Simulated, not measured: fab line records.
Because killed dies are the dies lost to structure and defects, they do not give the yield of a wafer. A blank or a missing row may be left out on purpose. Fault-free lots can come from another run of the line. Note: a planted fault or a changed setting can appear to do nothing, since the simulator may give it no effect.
Which of the tools did it? | flow nand harc | 14 lots with 42 wafers sampled at 3 steps, on a route of 1302 steps

== WHAT THE GAUGES SHOWED, per wafer ==
NHARC_P_M0_CD_MEAS_09: target cd 90 nm. Usual: cd nm 89.9 nm, standard deviation 1.1.
lot  | measured     | on        | cd nm (nm)     | flag
L758 | day 5 22:46  | cd sem-02 | 90.5 91.2 90.1 |
L761 | day 7 04:55  | cd sem-03 | 91.0 90.7 91.5 |
L763 | day 8 03:31  | cd sem-03 | 88.8 88.0 88.5 |
L765 | day 9 08:55  | cd sem-01 | 90.5 91.0 90.8 |
L766 | day 9 09:28  | cd sem-03 | 89.3 89.0 88.3 |
L767 | day 10 04:10 | cd sem-01 | 89.7 87.9 89.1 |
L768 | day 10 11:50 | cd sem-03 | 90.6 90.2 90.6 |
L769 | day 10 17:52 | cd sem-02 | 89.4 88.8 89.1 |
L770 | day 11 00:40 | cd sem-01 | - - -          | OFF
L771 | day 11 06:35 | cd sem-01 | - - -          | OFF
L778 | day 14 10:16 | cd sem-01 | 90.7 91.7 91.6 |
L779 | day 15 05:44 | cd sem-02 | 90.6 88.6 89.2 |
L780 | day 15 17:06 | cd sem-01 | 90.1 90.5 92.5 |
L781 | day 15 20:10 | cd sem-02 | 89.2 88.6 89.1 |

NHARC_P_M0_CD_MEAS_16. Usual: cd nm 89.7 nm, standard deviation 1.3.
lot  | measured     | on        | cd nm (nm)     | flag
L758 | day 5 23:15  | cd sem-03 | 91.9 90.2 89.6 |
L761 | day 7 05:25  | cd sem-03 | 90.4 91.8 91.4 |
L763 | day 8 04:01  | cd sem-01 | 87.6 87.5 88.6 |
L765 | day 9 09:42  | cd sem-02 | 90.0 91.1 89.6 |
L766 | day 9 09:58  | cd sem-03 | 88.4 87.8 86.7 |
L767 | day 10 04:39 | cd sem-02 | 89.0 89.5 90.4 |
L768 | day 10 12:19 | cd sem-01 | 91.7 90.4 90.5 |
L769 | day 10 18:50 | cd sem-01 | 88.4 88.5 88.7 |
L770 | day 11 01:10 | cd sem-02 | - - -          | OFF
L771 | day 11 07:04 | cd sem-03 | - - -          | OFF
L778 | day 14 10:44 | cd sem-02 | 89.8 92.8 91.1 |
L779 | day 15 06:14 | cd sem-02 | 91.3 88.8 89.7 |
L780 | day 15 17:35 | cd sem-03 | 89.7 90.3 93.5 |
L781 | day 15 20:41 | cd sem-02 | 89.2 86.9 90.1 |

== EACH LOT AND THE TOOL THAT RAN IT (in order: tool; ch and the chambers of the sampled wafers; start) ==
lot  | NHARC_P_M0_PEB_07
L758 | litho track-01 ch 0, day 5 22:41
L761 | litho track-01 ch 0, day 7 04:50
L763 | litho track-04 ch 0, day 8 03:26
L765 | litho track-01 ch 0, day 9 08:50
L766 | litho track-04 ch 0, day 9 09:23
L767 | litho track-04 ch 0, day 10 04:04
L768 | litho track-06 ch 0, day 10 11:45
L769 | litho track-06 ch 0, day 10 17:47
L770 | litho track-04, day 11 00:35
L771 | litho track-06, day 11 06:30
L778 | litho track-01 ch 0, day 14 10:11
L779 | litho track-06 ch 0, day 15 05:39
L780 | litho track-01 ch 0, day 15 17:01
L781 | litho track-04 ch 0, day 15 20:05
- NHARC_P_M0_PEB_07: peb time 65 s.

== AS READ BY THE TOOLS THEMSELVES (means over the sampled wafers that have a number; for cases with no such wafer, the mark the record gives instead) ==
NHARC_P_M0_PEB_07. Usual: chill plate temp C 22.98 C, standard deviation 0.094; exhaust pa 44.8 Pa, standard deviation 0.97; plate temp C 100.03 C, standard deviation 0.13.
lot  | tool           | chill plate temp C (C) | exhaust pa (Pa) | plate temp C (C) | flag
L758 | litho track-01 | 23.05                  | 42.3            | 100.15           |
L761 | litho track-01 | 22.92                  | 44.3            | 100.24           |
L763 | litho track-04 | 22.94                  | 45.8            | 100.15           |
L765 | litho track-01 | 23.06                  | 44.2            | 100.01           |
L766 | litho track-04 | 23.05                  | 46.1            | 100.11           |
L767 | litho track-04 | 22.86                  | 44.3            | 99.95            |
L768 | litho track-06 | 23.05                  | 44.8            | 100.05           |
L769 | litho track-06 | 22.95                  | 44.4            | 100.18           |
L770 | litho track-04 | -                      | -               | -                | OFF
L771 | litho track-06 | -                      | -               | -                | OFF
L778 | litho track-01 | 23.05                  | 44.1            | 100.06           |
L779 | litho track-06 | 22.92                  | 45.2            | 99.98            |
L780 | litho track-01 | 22.95                  | 44.9            | 100.04           |
L781 | litho track-04 | 23.00                  | 45.7            | 100.09           |

== THE ANSWER, worked out from the rows above alone ==
Rule: a lot is off if the mean of its wafers that have a number lies more than 3 standard deviations from the usual mean. A lot without any number at a reading at which 4 lots or more have one is off too. All remaining lots with rows at the step are treated as sound. First the gauges in route order, then the tools' own readings, where a lot's mean is used as printed above. At the first step where some lot is off, the reading lying furthest off is the one used; lots without a number count as furthest.
Off: L770, L771 (NHARC_P_M0_CD_MEAS_09, cd nm). Without a number there: L770, L771.
A tool fits if, at a process step before that reading, it ran every lot that is off, and no sound lot after the first of them. The gauges at NHARC_P_M0_CD_MEAS_09 aren't tried: what is off there is off at NHARC_P_M0_CD_MEAS_16 too, on other tools, and a gauge's error can't cause that. None of those tried fits.

== WHAT THE SIMULATOR PUT IN ==
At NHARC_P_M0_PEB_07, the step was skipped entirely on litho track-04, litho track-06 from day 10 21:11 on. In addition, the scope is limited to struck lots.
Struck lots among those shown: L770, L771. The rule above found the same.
